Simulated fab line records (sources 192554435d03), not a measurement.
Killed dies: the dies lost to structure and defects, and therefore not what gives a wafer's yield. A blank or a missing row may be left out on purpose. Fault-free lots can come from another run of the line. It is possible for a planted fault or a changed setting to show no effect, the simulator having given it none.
Chamber matching -- flow n5-finfet -- N5_BEOL_M6_CURE_74 on uv-cure-03: 3 sister chambers
The step cures SiCOH lowk, time 240 s. 6 wafers are shown with their chamber, then 7 later ones without.

## WAFERS PAIRED WITH THEIR CHAMBERS
wafer,chamber,wafer_temp_C_max,lamp-power-pct (%)
L928.5,0,387.2,52.33
L928.6,0,386.1,52.24
L929.5,2,387.1,52.35
L929.6,2,387.0,52.34
L937.1,1,386.5,52.30
L937.2,1,386.4,52.35

## WAFERS WITH NO CHAMBER GIVEN
wafer,wafer_temp_C_max,lamp-power-pct (%)
L937.3,385.9,52.35
L943.1,386.3,52.30
L943.2,386.3,52.33
L943.6,386.3,52.37
L942.1,388.2,52.30
L942.2,387.3,52.33
L942.5,387.5,52.31

## CHAMBER TAKEN BY EACH
wafer,from the rows above,in truth
L937.3,can't be placed: 1 or 0 or 2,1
L943.1,can't be placed: 1 or 0 or 2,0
L943.2,can't be placed: 1 or 0 or 2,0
L943.6,can't be placed: 1 or 2 or 0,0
L942.1,can't be placed: 2 or 0 or 1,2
L942.2,can't be placed: 2 or 0 or 1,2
L942.5,can't be placed: 2 or 0 or 1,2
Correct placement for 0 of the 7. These rows do not allow placing 7 (true chamber among the candidates in 7). Placed wrongly: 0.
How it was worked out, from the rows above alone: a wafer's distance from a chamber is the root of the sum, over the readings, of the square of ((its reading less the chamber's mean) divided by the reading's scatter). If the next closest chamber is less than 2 further off than the closest, the wafer can't be placed; otherwise it belongs to the closest. For every chamber, the mean is computed from those of its wafers that are shown. The scatter is the square root of a quotient: the sum, over the shown wafers, of each reading's squared deviation from its chamber's mean, divided by wafers minus chambers.
